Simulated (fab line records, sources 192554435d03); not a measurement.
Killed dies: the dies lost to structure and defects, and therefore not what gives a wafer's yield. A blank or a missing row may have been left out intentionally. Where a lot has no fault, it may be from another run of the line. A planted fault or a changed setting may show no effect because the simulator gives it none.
Chamber matching | flow n5Finfet | N5_GATE_CUT_ETCH_19 on rieDiel-01 has 4 sister chambers
The step etches SiNx in CH3F/O2, target depth 53.7 nm, time 76.7 s. 4 wafers are shown with their chamber, then 10 later ones without.

== EACH WAFER AND ITS CHAMBER ==
wafer  | chamber | showerheadPlenumPTorr (Torr)
L083.5 | 3       | 1.96
L087.6 | 0       | 2.09
L089.4 | 2       | 2.02
L089.5 | 1       | 1.96

== WAFERS WITHOUT THEIR CHAMBER ==
wafer  | showerheadPlenumPTorr (Torr)
L089.6 | 2.02
L092.2 | 1.96
L092.5 | 2.08
L092.6 | 2.02
L095.1 | 1.95
L095.3 | 2.02
L095.4 | 2.02
L096.1 | 2.08
L096.3 | 2.01
L096.4 | 1.96

== CHAMBER TAKEN BY EACH ==
wafer  | from the rows above     | in truth
L089.6 | 2                       | 2
L092.2 | can't be placed: 1 or 3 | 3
L092.5 | 0                       | 0
L092.6 | 2                       | 2
L095.1 | can't be placed: 1 or 3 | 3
L095.3 | 2                       | 2
L095.4 | 2                       | 2
L096.1 | 0                       | 0
L096.3 | 2                       | 2
L096.4 | can't be placed: 1 or 3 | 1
Correct placement for 7 of the 10. These rows do not allow placing 3 (true chamber among the candidates in 3). 0 placed wrongly.
How it was worked out, from the rows above alone: a wafer's distance from a chamber is the root of the sum, over the readings, of the square of ((its reading less the chamber's mean) divided by the reading's scatter). The wafer belongs to the nearest chamber; if the next one is less than 2 further off, it can't be placed. Each chamber's mean is taken over the wafers shown for it. The scatter (one wafer shown for each chamber): square how far every hidden wafer sits from the nearest shown wafer, average those squares and take the square root.
